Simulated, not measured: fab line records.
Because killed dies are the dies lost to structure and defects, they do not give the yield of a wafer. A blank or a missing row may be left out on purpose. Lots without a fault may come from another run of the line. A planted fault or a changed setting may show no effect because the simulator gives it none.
fab line records	flow nandHarc
record lots=6	wafers=18	lastDay=33
route steps=1302 shown A_BONDPAD@1232 HYBRID_BOND@1237 THIN_TSV@1244 END@1302
lots that met no fault: taken from a fault-free run of the same line
startH: hours from the record's first day to the start of the lot's first wafer shown	waitH: time in hours since the lot's previous step	" repeats the value in the row above	L1.1+2: several wafers, shown together as one row	- value missing, or start not given	* or withheld: withheld	< > ~ a bound
route shown NAME@n: names a module that has steps shown in the file, with the first one's number in the route	usual: mean and standard deviation over wafers with no fault	same: alike in all rows	chamber/n: place in a boat	sites: readings site by site	_std_site: standard deviation across them	_edge_site: the outer-site mean with the inner-site mean subtracted	radiusMm: for every site, how far away it sits from the centre of the wafer	mask NAME#n: copy n	behind: the last tool/chamber to shape the wafer	hold: why the lot was held/for how many hours/how that ended	device: whichever transistor did not switch (one of n, p or np)	end of line: the tests these same wafers got at the end of their route	a step without rows: its recipe alone	killed: dies lost to structure and defects at the first sort, not the wafer's yield	map: a wafer's dies, x killed, . not, _ none there
set.NAME: the run value of the setting; set.NAME@STEP: its run value at that earlier step	model.NAME: the simulator's own value behind a step, which no gauge read
lots at some steps of the route; a table a step, a row a wafer
services: a tool's chamber out of use, with start hour (startH, from the record's first day; less than 0 if before it), hours out, and reason
## steps
# step NHARC_A_BONDPAD_THK_MEAS_20
# recipe thkMeasGauge=xrf
# usual thkNm=169.5/1.6
lot.wafer	tool	chamber	startH	waitH	thkNm
L256.1	filmMetro-02	-	581.98	-	168.6
L256.3	"	-	"	"	166.1
L256.4	"	-	"	"	170.9
L255.3	filmMetro-01	-	590.78	-	167.8
L255.4	"	-	"	"	170.4
L255.6	"	-	"	"	169.7
L265.2	filmMetro-01	-	677.62	-	168.0
L265.5	"	-	"	"	170.1
L265.6	"	-	"	"	168.0
L268.2	filmMetro-02	-	686.58	-	169.8
L268.5	"	-	"	"	168.2
L268.6	"	-	"	"	171.1
L272.3	filmMetro-02	-	737.02	-	167.0
L272.4	"	-	"	"	169.2
L272.6	"	-	"	"	171.0
L275.2	filmMetro-02	-	749.11	-	169.9
L275.4	"	-	"	"	168.0
L275.5	"	-	"	"	169.4
# step NHARC_A_BONDPAD_SRD_21
# recipe timeS=30	tempC=23	dryTimeS=20	spinRpm=1500
# step NHARC_A_BONDPAD_INSPECT_23
# usual rawDefectCount=549/150
lot.wafer	tool	chamber	startH	waitH	rawDefectCount
L256.1	defectInspect-02	-	582.20	0.0	560
L256.3	"	-	"	"	377
L256.4	"	-	"	"	320
L255.3	defectInspect-01	-	590.98	0.0	699
L255.4	"	-	"	"	592
L255.6	"	-	"	"	668
L265.2	defectInspect-01	-	677.85	0.0	492
L265.5	"	-	"	"	526
L265.6	"	-	"	"	944
L268.2	defectInspect-01	-	686.80	0.0	369
L268.5	"	-	"	"	413
L268.6	"	-	"	"	392
L272.3	defectInspect-01	-	737.27	0.0	686
L272.4	"	-	"	"	474
L272.6	"	-	"	"	494
L275.2	defectInspect-01	-	749.31	0.0	499
L275.4	"	-	"	"	755
L275.5	"	-	"	"	542
# step NHARC_HYBRID_BOND_ACTIVATE_00
# recipe timeS=60	n2FlowSccm=200	arFlowSccm=0	biasPowerW=0	chemistry=N2
# usual drypumpMotorCurrentA=5.9/0.42	n2FlowSccm=200.0/0.56	oesProductAu=0.992/0.011	rfVppV=64.2/0.98	showerheadPlenumPTorr=1.79/0.075
lot.wafer	tool	chamber	startH	waitH	drypumpMotorCurrentA	n2FlowSccm	oesProductAu	rfHoursCounterH	rfVppV	showerheadPlenumPTorr
L256.3	rieDiel-04	0	582.27	0.1	5.7	199.7	1.010	12	62.0	1.71
L256.1	"	2	"	"	5.9	200.4	0.986	14	64.5	1.90
L256.4	"	3	"	"	6.2	199.0	1.014	13	65.1	1.91
L255.4	rieDiel-03	0	591.06	0.1	5.7	199.8	0.991	11	66.5	1.82
L255.3	"	2	"	"	6.6	200.1	0.984	11	64.6	1.76
L255.6	"	3	"	"	5.4	199.6	0.982	-	63.1	1.82
L265.2	rieDiel-03	0	677.92	0.1	5.7	199.5	1.000	4	64.1	1.81
L265.6	"	3	"	"	5.4	199.2	0.988	-	64.0	1.82
L265.5	"	0	"	"	5.7	200.7	0.994	-	64.4	1.81
L268.2	rieDiel-04	3	686.86	0.1	6.2	199.7	1.000	42	65.3	1.91
L268.5	"	3	"	"	6.3	200.0	1.008	-	64.9	1.91
L268.6	"	0	"	"	5.7	200.4	0.988	-	63.3	1.70
L272.3	rieDiel-04	3	737.35	0.1	6.3	200.3	0.993	5	63.2	1.90
L272.4	"	0	"	"	5.7	200.2	0.996	5	63.7	1.70
L272.6	"	2	"	"	5.9	200.3	0.988	-	64.6	1.89
L275.4	rieDiel-03	2	749.39	0.1	6.6	200.5	0.990	10	63.8	1.76
L275.2	"	0	"	"	5.7	200.3	0.992	10	65.3	1.81
L275.5	"	2	"	"	6.6	198.9	1.000	-	63.1	1.76
# step NHARC_HYBRID_BOND_PRECLEAN_01
# recipe timeS=300	tempC=23	chemistry=DIW
# step NHARC_HYBRID_BOND_SRD_02
# recipe timeS=30	tempC=23	dryTimeS=20	spinRpm=1500
# step NHARC_HYBRID_BOND_BOND_03
# recipe tempC=25
# step NHARC_HYBRID_BOND_ANNEAL_04
# recipe tempC=300	timeS=7200	rampUpCPerMin=5	rampDownCPerMin=3	idleTempC=100	pressureAtm=1
# step NHARC_HYBRID_BOND_OVL_MEAS_05
# usual overlayXNm=1/33	overlayYNm=-4/36
lot.wafer	tool	chamber	startH	waitH	overlayXNm	overlayYNm
L256.1	overlay-01	-	591.69	0.4	27	21
L256.3	"	-	"	"	-46	37
L256.4	"	-	"	"	24	-1
L255.3	overlay-01	-	601.56	0.4	-34	2
L255.4	"	-	"	"	-29	16
L255.6	"	-	"	"	24	32
L265.2	overlay-01	-	686.05	0.4	1	-82
L265.5	"	-	"	"	27	3
L265.6	"	-	"	"	0	-63
L268.2	overlay-01	-	695.61	0.4	-23	-56
L268.5	"	-	"	"	28	-61
L268.6	"	-	"	"	32	22
L272.3	overlay-02	-	753.04	0.4	28	-47
L272.4	"	-	"	"	39	-2
L272.6	"	-	"	"	-50	-17
L275.2	overlay-02	-	759.02	0.4	22	15
L275.4	"	-	"	"	-39	17
L275.5	"	-	"	"	-19	-50
# step NHARC_HYBRID_BOND_INSPECT_06
# recipe inspectInstrument=irVoid
# usual rawDefectCount=84/39
lot.wafer	tool	chamber	startH	waitH	rawDefectCount
L256.1	defectInspect-01	-	591.74	0.0	32
L256.3	"	-	"	"	28
L256.4	"	-	"	"	24
L255.3	defectInspect-01	-	601.62	0.1	176
L255.4	"	-	"	"	156
L255.6	"	-	"	"	151
L265.2	defectInspect-01	-	686.10	0.1	69
L265.5	"	-	"	"	64
L265.6	"	-	"	"	61
L268.2	defectInspect-01	-	695.67	0.1	61
L268.5	"	-	"	"	58
L268.6	"	-	"	"	56
L272.3	defectInspect-01	-	753.10	0.1	98
L272.4	"	-	"	"	88
L272.6	"	-	"	"	103
L275.2	defectInspect-01	-	759.09	0.1	102
L275.4	"	-	"	"	98
L275.5	"	-	"	"	102
# step NHARC_THIN_TSV_GRIND_00
# recipe targetThkUm=6
# usual headPressurePsi=3.999/0.008	motorCurrentA=12.000/0.023
lot.wafer	tool	chamber	startH	waitH	headPressurePsi	motorCurrentA
L256.1	grinder-01	0	591.90	0.1	3.988	12.011
L256.3	"	0	"	"	4.000	11.988
L256.4	"	0	"	"	4.008	11.975
L255.3	grinder-01	0	602.16	0.5	3.999	11.983
L255.4	"	0	"	"	3.987	11.962
L255.6	"	0	"	"	4.010	12.058
L265.2	grinder-01	0	687.93	1.8	4.018	12.011
L265.5	"	0	"	"	4.000	11.985
L265.6	"	0	"	"	3.992	11.999
L268.2	grinder-01	0	697.21	1.5	4.014	11.979
L268.5	"	0	"	"	3.992	11.993
L268.6	"	0	"	"	4.020	12.023
L272.3	grinder-01	0	753.65	0.5	3.998	12.014
L272.4	"	0	"	"	4.004	11.999
L272.6	"	0	"	"	4.001	11.978
L275.2	grinder-01	0	760.61	1.5	3.997	12.014
L275.4	"	0	"	"	3.997	12.004
L275.5	"	0	"	"	3.987	11.987
# step NHARC_THIN_TSV_CMP_01
# recipe targetThkUm=3
# step NHARC_THIN_TSV_SRD_03
# step NHARC_THIN_TSV_PRECLEAN_41
# recipe timeS=*	tempC=50	bathAgeMin=0	chemistry=SC1
# step NHARC_THIN_TSV_SRD_42
# step NHARC_THIN_TSV_DEP_43
# recipe targetThkA=13285	tempC=withheld	pressureTorr=6.5	rfW=900	teosFlowSccm=161.4	flowSccm=2650	targetThkNm=1328.5	gas=O2	material=SiO2
# step NHARC_THIN_TSV_DEHYDRATE_04
# recipe tempC=150	timeS=120
# step NHARC_THIN_TSV_HMDS_05
# recipe timeS=30
# step NHARC_THIN_TSV_COAT_06
# recipe spinRpm=*
# step NHARC_THIN_TSV_SOFTBAKE_07
# recipe tempC=122	timeS=95
# step NHARC_THIN_TSV_EBR_08
# step NHARC_THIN_TSV_EXPOSE_09
# recipe na=0.55	doseMj=30.7	maskId=TSV
# step NHARC_THIN_TSV_PEB_10
# recipe pebTempC=118	pebTimeS=85
# step NHARC_THIN_TSV_DEVELOP_11
# recipe timeS=70
# step NHARC_THIN_TSV_CD_MEAS_12
# recipe targetCdNm=1000	landingEnergyEv=500
# usual cdNm=997.6/2.9
lot.wafer	tool	chamber	startH	waitH	cdNm
L256.1	cdSem-03	0	594.43	-	996.6
L256.3	"	0	"	"	998.5
L256.4	"	0	"	"	999.5
L255.3	cdSem-03	0	604.17	-	996.5
L255.4	"	0	"	"	997.4
L255.6	"	0	"	"	998.2
L265.2	cdSem-01	0	690.32	-	994.2
L265.5	"	0	"	"	995.9
L265.6	"	0	"	"	996.1
L268.2	cdSem-01	0	699.56	-	998.3
L268.5	"	0	"	"	997.2
L268.6	"	0	"	"	1000.3
L272.3	cdSem-01	0	755.85	-	994.6
L272.4	"	0	"	"	995.2
L272.6	"	0	"	"	997.9
L275.2	cdSem-01	0	763.26	-	998.2
L275.4	"	0	"	"	996.7
L275.5	"	0	"	"	992.4
# step NHARC_THIN_TSV_HARDBAKE_13
# recipe tempC=125	timeS=80
# step NHARC_THIN_TSV_DESCUM_14
# recipe timeS=3	o2FlowSccm=200	arFlowSccm=0	biasPowerW=0	chemistry=O2
# step NHARC_THIN_TSV_ETCH_44
# recipe targetDepthA=15942	timeS=797.1	cf4FlowSccm=150	o2FlowSccm=10	arFlowSccm=0	rfW=300	biasW=800	chemistry=CF4/O2
# step NHARC_THIN_TSV_ETCH_15
# recipe targetDepthA=30000	boschTargetOveretchCycles=2	boschEtchStepS=2.8	boschDepStepS=1.2	boschCycles=14
# usual drypumpMotorCurrentA=5.7/0.59
lot.wafer	tool	chamber	startH	waitH	drypumpMotorCurrentA	rfHoursCounterH
L256.1	rieSi-02	3	595.25	-	4.7	0.7
L256.4	"	1	"	"	6.8	0.8
L256.3	"	2	"	"	5.6	0.8
L255.4	rieSi-02	2	604.99	-	5.6	0.9
L255.3	"	1	"	"	6.8	0.9
L255.6	"	2	"	"	5.6	-
L265.2	rieSi-01	0	691.18	-	5.8	0.7
L265.6	"	1	"	"	5.6	-
L265.5	"	2	"	"	5.4	-
L268.2	rieSi-06	3	700.38	-	4.9	0.5
L268.6	"	2	"	"	5.3	-
L268.5	"	3	"	"	4.9	-
L272.3	rieSi-06	1	756.67	-	6.2	0.8
L272.4	"	2	"	"	5.3	0.8
L272.6	"	2	"	"	5.3	-
L275.2	rieSi-02	1	764.07	-	6.8	0.8
L275.4	"	3	"	"	4.8	1.1
L275.5	"	1	"	"	6.8	-
# step NHARC_THIN_TSV_CD_MEAS_16
# usual cdNm=998/3.1
lot.wafer	tool	chamber	startH	waitH	cdNm
L256.1	cdSem-01	-	595.39	0.1	997
L256.3	"	-	"	"	998
L256.4	"	-	"	"	1000
L255.3	cdSem-03	-	605.14	0.1	997
L255.4	"	-	"	"	998
L255.6	"	-	"	"	998
L265.2	cdSem-02	-	691.29	0.1	995
L265.5	"	-	"	"	996
L265.6	"	-	"	"	996
L268.2	cdSem-01	-	700.52	0.1	998
L268.5	"	-	"	"	997
L268.6	"	-	"	"	1001
L272.3	cdSem-01	-	756.82	0.1	995
L272.4	"	-	"	"	995
L272.6	"	-	"	"	999
L275.2	cdSem-01	-	764.22	0.1	999
L275.4	"	-	"	"	996
L275.5	"	-	"	"	993
# step NHARC_THIN_TSV_STRIP_45
# recipe powerW=1500	tempC=250	chemistry=O2
# step NHARC_THIN_TSV_STRIP_46
# recipe timeS=1200	tempC=72.5	chemistry=postEtchResidueRemover
# step NHARC_THIN_TSV_DEP_47
# recipe targetThkA=2000	tempC=withheld	pressureTorr=6.5	rfW=900	teosFlowSccm=161.4	flowSccm=2650	targetThkNm=200	gas=O2	material=SiO2
# usual chamberPressureTorr=6.499/0.016	mfcPrecursorSccm=161.4/0.5	throttleValvePct=16.0/0.55
lot.wafer	tool	chamber	startH	waitH	chamberPressureTorr	mfcPrecursorSccm	throttleValvePct
L256.3	pecvd-03	1	596.27	-	6.490	161.4	15.4
L256.1	"	2	"	"	6.465	161.8	16.9
L256.4	"	2	"	"	6.480	162.0	16.4
L255.3	pecvd-03	0	606.01	-	6.485	162.0	15.9
L255.6	"	0	"	"	6.487	161.7	16.1
L255.4	"	1	"	"	6.480	161.2	15.5
L265.2	pecvd-04	2	692.20	-	6.470	161.8	15.8
L265.5	"	1	"	"	6.508	161.5	15.4
L265.6	"	0	"	"	6.474	160.9	15.9
L268.2	pecvd-03	2	701.44	-	6.506	160.8	16.9
L268.6	"	1	"	"	6.489	162.4	15.7
L268.5	"	2	"	"	6.504	161.0	16.8
L272.3	pecvd-03	1	758.11	-	6.494	161.8	15.6
L272.4	"	2	"	"	6.521	161.3	16.6
L272.6	"	1	"	"	6.504	162.0	15.6
L275.2	pecvd-03	2	765.42	-	6.521	161.9	16.5
L275.5	"	0	"	"	6.511	161.3	16.1
L275.4	"	1	"	"	6.482	161.3	15.8
# step NHARC_THIN_TSV_ETCHBACK_48
# recipe targetDepthA=10285	overEtchFrac=0.3	timeS=405.17	ionEnergyEv=250	c4f8FlowSccm=withheld	arFlowSccm=withheld	rfW=600	biasW=300	chemistry=C4F8/Ar
# usual oesProductAu=0.95/0.036	rfVppV=547/3.2
lot.wafer	tool	chamber	startH	waitH	oesProductAu	rfHoursCounterH	rfVppV
L256.1	rieDiel-13	1	596.68	-	1.01	6	548
L256.3	"	2	"	"	1.03	6	550
L256.4	"	0	"	"	0.99	4	548
L255.3	rieDiel-12	1	606.41	-	0.99	4	550
L255.4	"	1	"	"	0.99	-	550
L255.6	"	3	"	"	0.92	-	544
L265.2	rieDiel-13	0	692.55	-	0.91	9	549
L265.6	"	0	"	"	0.91	-	549
L265.5	"	1	"	"	0.93	-	548
L268.2	rieDiel-10	0	701.87	-	0.96	7	545
L268.6	"	2	"	"	1.01	-	544
L268.5	"	3	"	"	0.99	-	551
L272.3	rieDiel-12	0	758.45	-	0.92	5	541
L272.4	"	2	"	"	0.91	6	545
L272.6	"	3	"	"	0.92	-	543
L275.2	rieDiel-12	1	765.81	-	0.91	6	549
L275.4	"	3	"	"	0.92	7	543
L275.5	"	1	"	"	0.92	-	548
# step NHARC_THIN_TSV_STRIP_62
# recipe powerW=1500	tempC=250	timeS=20	chemistry=N2/H2
# step NHARC_THIN_TSV_DEGAS_49
# recipe tempC=300	timeS=120
# step NHARC_THIN_TSV_PRE_CLEAN_50
# recipe timeS=30	tempC=280	gas=H2/He
# usual heaterPowerW=388/37
lot.wafer	tool	chamber	startH	waitH	heaterPowerW
L256.4	pvdSputter-02	-	-	-	362
L256.1	"	-	"	"	389
L256.3	"	-	"	"	412
L255.3	pvdSputter-01	-	-	-	454
L255.4	"	-	"	"	356
L255.6	"	-	"	"	375
L265.2	pvdSputter-01	-	-	-	368
L265.6	"	-	"	"	376
L265.5	"	-	"	"	446
L268.2	pvdSputter-01	-	-	-	456
L268.6	"	-	"	"	384
L268.5	"	-	"	"	389
L272.4	pvdSputter-03	-	-	-	352
L272.3	"	-	"	"	374
L272.6	"	-	"	"	350
L275.4	pvdSputter-02	-	-	-	411
L275.2	"	-	"	"	377
L275.5	"	-	"	"	442
# step NHARC_THIN_TSV_PVD_19
# recipe targetThkA=200	chamberPressurePa=5	material=TaN
# step NHARC_THIN_TSV_PVD_51
# recipe targetThkA=1000	chamberPressurePa=5	material=Cu
# step NHARC_END_SORT_01
# recipe tempC=25
# usual defectLimitedYield=92.3/2.7	killedAtArray=47/18	killedAtOther=0.9/1.1	killedAtPeriphery=4/3.1	killedDies=52/18	killedOpen=3.1/1.5	killedShort=2.4/1.5	sort_bin_2_pct=2.7/1.2	sort_bin_3_pct=0.6/0.38	sort_bin_4_pct=4.5/1.5	sortNPass=625/18	sortRimYieldPct=89/4.5	sortYieldPct=92.3/2.7
# same grossDies=677	sort_bin_5_pct[%]=0	sort_bin_6_pct[%]=0	sort_bin_7_pct[%]=0	sort_bin_8_pct[%]=0	sortRimNGross=106.00
lot.wafer	tool	chamber	startH	waitH	defectLimitedYield[%]	killedAtArray	killedAtOther	killedAtPeriphery	killedDies	killedOpen	killedShort	sort_bin_2_pct[%]	sort_bin_3_pct[%]	sort_bin_4_pct[%]	sortNPass	sortRimYieldPct[%]	sortYieldPct[%]
L256.1	prober-02	0	611.94	2.5	0	22	649	6	677	6	2	96.9	0.1	3.0	0	0	0
L256.3	prober-02	0	613.53	3.1	0	25	647	5	677	5	5	97.5	0	2.5	0	0	0
L256.4	prober-02	0	614.32	3.4	0	20	655	2	677	1	2	97.8	0.4	1.8	0	0	0
L255.3	prober-01	0	620.83	3.1	0	92	582	3	677	3	6	91.0	1.8	7.2	0	0	0
L255.4	prober-01	0	621.63	3.4	0	76	594	7	677	5	1	91.6	0.4	8.0	0	0	0
L255.6	prober-01	0	623.22	4.0	0	79	594	4	677	2	7	92.9	0.9	6.2	0	0	0
L265.5	prober-02	0	706.97	3.7	94.7	29	0	7	36	2	2	1.0	0.6	3.7	641	91	94.7
L265.6	prober-02	0	707.77	4.0	92.9	44	0	4	48	4	2	2.7	0.6	3.8	629	97	92.9
L268.2	prober-01	0	714.86	2.8	92.5	47	1	3	51	2	2	2.4	0.3	4.9	626	92	92.5
L268.5	prober-01	0	717.30	3.8	92.2	45	5	3	53	3	3	3.2	0.3	4.3	624	90	92.2
L268.6	prober-01	0	718.12	4.1	93.8	39	2	1	42	2	3	1.5	0.4	4.3	635	87	93.8
L272.3	prober-02	0	775.76	3.1	89.1	65	4	5	74	3	2	3.0	1.0	6.9	603	85	89.1
L272.4	prober-02	0	776.55	3.4	91.1	53	3	4	60	2	1	2.4	0.3	6.2	617	88	91.1
L272.6	prober-02	0	778.13	4.0	90.3	59	3	4	66	5	2	4.4	0.6	4.7	611	83	90.3
# killed by level:class
L256.1 THIN_TSV:areaCmp=649 A_CHANNEL_HOLE_D2:chamberFilmFlake=7 A_CONTACT:chamberFilmFlake=6 A_CHANNEL_FILL_D1:geometricParticle:open=2 P_GATE:chamberFilmFlake=2 A_CHANNEL_HOLE_D1:chamberFilmFlake=2 P_CONTACT:geometricParticle:short=1 P_M1:geometricParticle:open=1
L256.3 THIN_TSV:areaCmp=647 A_CHANNEL_HOLE_D2:chamberFilmFlake=8 A_WL_FILL:chamberFilmFlake=3 A_CHANNEL_FILL_D1:geometricParticle:open=2 P_ZERO_WELL:chamberFilmFlake=2 P_M0:geometricParticle:open=1 A_SOURCE_PLATE:geometricParticle:short=1 A_CHANNEL_FILL_D1:geometricParticle:short=1
L256.4 THIN_TSV:areaCmp=655 A_CHANNEL_HOLE_D2:chamberFilmFlake=8 A_CONTACT:chamberFilmFlake=5 A_CHANNEL_HOLE_D1:chamberFilmFlake=2 A_DECK1_JOINT:geometricParticle:open=1 A_M0:geometricParticle:short=1 A_M1:geometricParticle:short=1 P_STI:chamberFilmFlake=1
L255.3 THIN_TSV:areaCmp=582 A_CHANNEL_HOLE_D1:chamberFilmFlake=32 A_SLIT:chamberFilmFlake=23 A_CHANNEL_HOLE_D2:chamberFilmFlake=17 A_CONTACT:chamberFilmFlake=8 A_CHANNEL_FILL_D1:geometricParticle:short=3 P_GATE:chamberFilmFlake=2 A_WL_FILL:chamberFilmFlake=2
L255.4 THIN_TSV:areaCmp=593 A_CHANNEL_HOLE_D2:chamberFilmFlake=38 A_SLIT:chamberFilmFlake=21 A_CHANNEL_HOLE_D1:chamberFilmFlake=10 A_CONTACT:chamberFilmFlake=4 P_GATE:chamberFilmFlake=2 P_GATE:geometricParticle:open=1 P_M2:geometricParticle:open=1
L255.6 THIN_TSV:areaCmp=593 A_CHANNEL_HOLE_D1:chamberFilmFlake=33 A_SLIT:chamberFilmFlake=21 A_CHANNEL_HOLE_D2:chamberFilmFlake=15 A_DECK1_JOINT:geometricParticle:short=2 A_CHANNEL_FILL_D2:geometricParticle:short=2 P_GATE:chamberFilmFlake=2 A_CONTACT:chamberFilmFlake=2
L265.5 A_CHANNEL_HOLE_D1:chamberFilmFlake=15 P_GATE:chamberFilmFlake=4 A_SLIT:chamberFilmFlake=3 P_STI:chamberFilmFlake=2 A_CHANNEL_FILL_D2:chamberFilmFlake=2 A_STAIRCASE:chamberFilmFlake=2 A_BONDPAD:chamberFilmFlake=2 P_M0:geometricParticle:open=1
L265.6 A_CHANNEL_HOLE_D1:chamberFilmFlake=29 A_SLIT:chamberFilmFlake=3 A_STAIRCASE:chamberFilmFlake=3 A_BONDPAD:chamberFilmFlake=2 P_CONTACT:geometricParticle:open=1 P_M0:geometricParticle:open=1 A_CHANNEL_HOLE_D1:geometricParticle:open=1 A_CHANNEL_FILL_D1:geometricParticle:open=1
L268.2 A_CHANNEL_HOLE_D2:chamberFilmFlake=17 A_SLIT:chamberFilmFlake=9 A_CHANNEL_HOLE_D1:chamberFilmFlake=9 A_CHANNEL_FILL_D2:chamberFilmFlake=3 A_CONTACT:chamberFilmFlake=2 P_M1:geometricParticle:short=1 A_CHANNEL_HOLE_D2:geometricParticle:open=1 A_WL_FILL:geometricParticle:short=1
L268.5 A_CHANNEL_HOLE_D2:chamberFilmFlake=17 A_CHANNEL_HOLE_D1:chamberFilmFlake=11 A_SLIT:chamberFilmFlake=4 THIN_TSV:chamberFilmFlake=4 P_GATE:chamberFilmFlake=3 A_STAIRCASE:chamberFilmFlake=3 A_CHANNEL_FILL_D2:chamberFilmFlake=2 A_ONON_D1:geometricParticle:short=1
L268.6 A_CHANNEL_HOLE_D2:chamberFilmFlake=15 A_CHANNEL_HOLE_D1:chamberFilmFlake=11 A_STAIRCASE:chamberFilmFlake=4 A_CONTACT:chamberFilmFlake=3 THIN_TSV:chamberFilmFlake=2 P_STI:geometricParticle:open=1 A_CHANNEL_FILL_D1:geometricParticle:short=1 A_DECK1_JOINT:geometricParticle:short=1
L272.3 A_SLIT:chamberFilmFlake=31 A_CHANNEL_HOLE_D1:chamberFilmFlake=8 A_CHANNEL_HOLE_D2:chamberFilmFlake=8 A_STAIRCASE:chamberFilmFlake=6 THIN_TSV:chamberFilmFlake=4 A_CHANNEL_FILL_D1:chamberFilmFlake=3 P_ZERO_WELL:chamberFilmFlake=2 P_GATE:chamberFilmFlake=2
L272.4 A_SLIT:chamberFilmFlake=22 A_CHANNEL_HOLE_D1:chamberFilmFlake=14 A_CHANNEL_HOLE_D2:chamberFilmFlake=5 A_STAIRCASE:chamberFilmFlake=4 THIN_TSV:chamberFilmFlake=3 P_STI:chamberFilmFlake=2 A_SGD_CUT:chamberFilmFlake=2 A_WL_FILL:chamberFilmFlake=2
L272.6 A_SLIT:chamberFilmFlake=19 A_CHANNEL_HOLE_D1:chamberFilmFlake=13 A_STAIRCASE:chamberFilmFlake=7 A_CHANNEL_HOLE_D2:chamberFilmFlake=5 A_SGD_CUT:chamberFilmFlake=4 A_CHANNEL_FILL_D1:chamberFilmFlake=3 A_CONTACT:geometricParticle:open=2 A_M0:geometricParticle:open=2
# map L255.3 (x killed, . not)
____________x____________
_________xxxxxxx_________
_______xxxxxxxxxxx_______
______xxxxxxxxxxxxx______
_____xxxxxxxxxxxxxxx_____
____xxxxxxxxxxxxxxxxx____
____xxxxxxxxxxxxxxxxx____
___xxxxxxxxxxxxxxxxxxx___
___xxxxxxxxxxxxxxxxxxx___
__xxxxxxxxxxxxxxxxxxxxx__
__xxxxxxxxxxxxxxxxxxxxx__
_xxxxxxxxxxxxxxxxxxxxxxx_
_xxxxxxxxxxxxxxxxxxxxxxx_
_xxxxxxxxxxxxxxxxxxxxxxx_
_xxxxxxxxxxxxxxxxxxxxxxx_
_xxxxxxxxxxxxxxxxxxxxxxx_
xxxxxxxxxxxxxxxxxxxxxxxxx
xxxxxxxxxxxxxxxxxxxxxxxxx
xxxxxxxxxxxxxxxxxxxxxxxxx
xxxxxxxxxxxxxxxxxxxxxxxxx
xxxxxxxxxxxxxxxxxxxxxxxxx
_xxxxxxxxxxxxxxxxxxxxxxx_
_xxxxxxxxxxxxxxxxxxxxxxx_
_xxxxxxxxxxxxxxxxxxxxxxx_
_xxxxxxxxxxxxxxxxxxxxxxx_
_xxxxxxxxxxxxxxxxxxxxxxx_
__xxxxxxxxxxxxxxxxxxxxx__
__xxxxxxxxxxxxxxxxxxxxx__
___xxxxxxxxxxxxxxxxxxx___
___xxxxxxxxxxxxxxxxxxx___
____xxxxxxxxxxxxxxxxx____
____xxxxxxxxxxxxxxxxx____
_____xxxxxxxxxxxxxxx_____
______xxxxxxxxxxxxx______
_______xxxxxxxxxxx_______
_________xxxxxxx_________
____________x____________
# map L256.1 (x killed, . not)
____________x____________
_________xxxxxxx_________
_______xxxxxxxxxxx_______
______xxxxxxxxxxxxx______
_____xxxxxxxxxxxxxxx_____
____xxxxxxxxxxxxxxxxx____
____xxxxxxxxxxxxxxxxx____
___xxxxxxxxxxxxxxxxxxx___
___xxxxxxxxxxxxxxxxxxx___
__xxxxxxxxxxxxxxxxxxxxx__
__xxxxxxxxxxxxxxxxxxxxx__
_xxxxxxxxxxxxxxxxxxxxxxx_
_xxxxxxxxxxxxxxxxxxxxxxx_
_xxxxxxxxxxxxxxxxxxxxxxx_
_xxxxxxxxxxxxxxxxxxxxxxx_
_xxxxxxxxxxxxxxxxxxxxxxx_
xxxxxxxxxxxxxxxxxxxxxxxxx
xxxxxxxxxxxxxxxxxxxxxxxxx
xxxxxxxxxxxxxxxxxxxxxxxxx
xxxxxxxxxxxxxxxxxxxxxxxxx
xxxxxxxxxxxxxxxxxxxxxxxxx
_xxxxxxxxxxxxxxxxxxxxxxx_
_xxxxxxxxxxxxxxxxxxxxxxx_
_xxxxxxxxxxxxxxxxxxxxxxx_
_xxxxxxxxxxxxxxxxxxxxxxx_
_xxxxxxxxxxxxxxxxxxxxxxx_
__xxxxxxxxxxxxxxxxxxxxx__
__xxxxxxxxxxxxxxxxxxxxx__
___xxxxxxxxxxxxxxxxxxx___
___xxxxxxxxxxxxxxxxxxx___
____xxxxxxxxxxxxxxxxx____
____xxxxxxxxxxxxxxxxx____
_____xxxxxxxxxxxxxxx_____
______xxxxxxxxxxxxx______
_______xxxxxxxxxxx_______
_________xxxxxxx_________
____________x____________
## services
tool	chamber	startH	hours	kind
grinder-01	-	559.03	4.0	repair
rieDiel-12	0	578.25	6.8	repair
pvdSputter-01	-	582.00	10.0	pm
rieDiel-12	-	587.70	0.2	repair
rieDiel-12	0	592.10	1.7	repair
grinder-01	-	597.28	3.6	repair
rieDiel-12	2	598.78	8.2	repair
rieDiel-04	2	602.32	5.3	repair
pecvd-03	0	613.93	14.7	repair
rieDiel-12	-	622.47	9.0	pm
rieSi-02	-	631.00	9.0	pm
rieDiel-03	-	635.42	9.0	pm
rieSi-02	-	643.44	0.8	repair
rieDiel-04	2	662.42	1.4	repair
rieSi-02	0	670.65	1.9	repair
rieSi-02	3	671.20	8.5	repair
rieDiel-12	0	691.65	2.1	repair
rieDiel-12	0	710.66	5.4	repair
rieDiel-04	-	710.69	9.0	pm
pecvd-03	-	710.71	1.2	repair
rieDiel-03	1	721.28	10.5	repair
grinder-01	-	724.17	1.8	repair
pecvd-03	-	728.13	13.0	pm
grinder-01	-	736.75	8.0	pm
## key
firstSign step=NHARC_END_SORT_01	reading=killedAtOther	direction=up	sigmas=99+	usual=0.9	struck=620.2
effect step=NHARC_END_SORT_01	reading=sort_bin_2_pct	direction=up	sigmas=77	usual=2.7	struck=94.6
moreKillsBornAt NHARC_THIN_TSV_CMP_01@cmp-01=1951	NHARC_THIN_TSV_CMP_01@cmp-02=1768
metAt NHARC_THIN_TSV_GRIND_00
struckWafers L255.3,L255.4,L255.6,L256.1,L256.3,L256.4
laterRowsLeftOut L255.3,L255.4,L255.6,L256.1,L256.3,L256.4
fault kind=processParameterDrift	tool=grinder-01	chamber=-	onsetH=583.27	steps=NHARC_THIN_TSV_GRIND_00	channel=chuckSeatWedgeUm	offset=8	shape=step	endH=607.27
# laterRowsLeftOut: the simulator's readings of these wafers behind a module that went badly wrong aren't trusted and aren't shown, but for the sort
